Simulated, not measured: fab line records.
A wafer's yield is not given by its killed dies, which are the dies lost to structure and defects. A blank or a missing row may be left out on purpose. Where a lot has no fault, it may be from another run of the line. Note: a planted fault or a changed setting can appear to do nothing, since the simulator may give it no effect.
Chamber matching ; flow nandHarc ; NHARC_P_M1_CMP_23 on cmp-02 has 4 sister chambers
The step polishes, t overpolish 20 s, target thk 157.82 nm. 14 wafers are shown with their chamber, then 6 later ones without.

## EACH WAFER AND ITS CHAMBER
wafer;chamber;motorCurrentA (A);timeToEndpointS (s)
L990.2;0;12.0;28.7
L990.3;2;11.8;30.6
L990.6;3;12.6;26.5
L991.3;1;13.2;23.6
L991.4;2;11.6;25.9
L991.5;0;11.8;27.2
L994.3;2;11.4;26.5
L994.4;1;13.3;27.6
L994.5;1;12.5;28.6
L997.1;0;11.9;29.5
L997.2;1;12.5;29.8
L997.6;3;12.6;25.9
L998.2;3;12.9;27.0
L998.4;2;11.4;29.3

SIGNATURES (means of the wafers above)
reading;chamber 0;chamber 1;chamber 2;chamber 3;scatter within a chamber
motorCurrentA;11.900;12.875;11.550;12.700;0.275
timeToEndpointS;28.467;27.400;28.075;26.467;2
Rule: for a wafer and a chamber, the distance is found by dividing, reading by reading, the gap between the wafer's reading and the chamber's mean by the reading's scatter, squaring, summing and taking the root. If the next closest chamber is less than 2 further off than the closest, the wafer can't be placed; otherwise it belongs to the closest. The scatter: the root of (the sum of the squares of (reading less its chamber's mean) over the shown wafers, divided by (wafers less chambers)).

## WAFERS WITH NO CHAMBER GIVEN
wafer;motorCurrentA (A);timeToEndpointS (s)
L998.6;13.1;28.4
L101.1;11.6;29.7
L101.5;11.3;30.2
L101.6;13.1;29.1
L110.3;10.6;26.8
L110.5;12.5;27.6

## EACH ONE'S CHAMBER
wafer;from the rows above;in truth
L998.6;can't be placed: 1 or 3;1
L101.1;can't be placed: 2 or 0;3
L101.5;can't be placed: 2 or 0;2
L101.6;can't be placed: 1 or 3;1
L110.3;can't be placed: 2 or 0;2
L110.5;can't be placed: 3 or 1 or 0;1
0 of 6 placed correctly. Cannot be placed on the basis of these rows: 6; the candidates contain the true chamber in 5. Placed wrongly: 0.
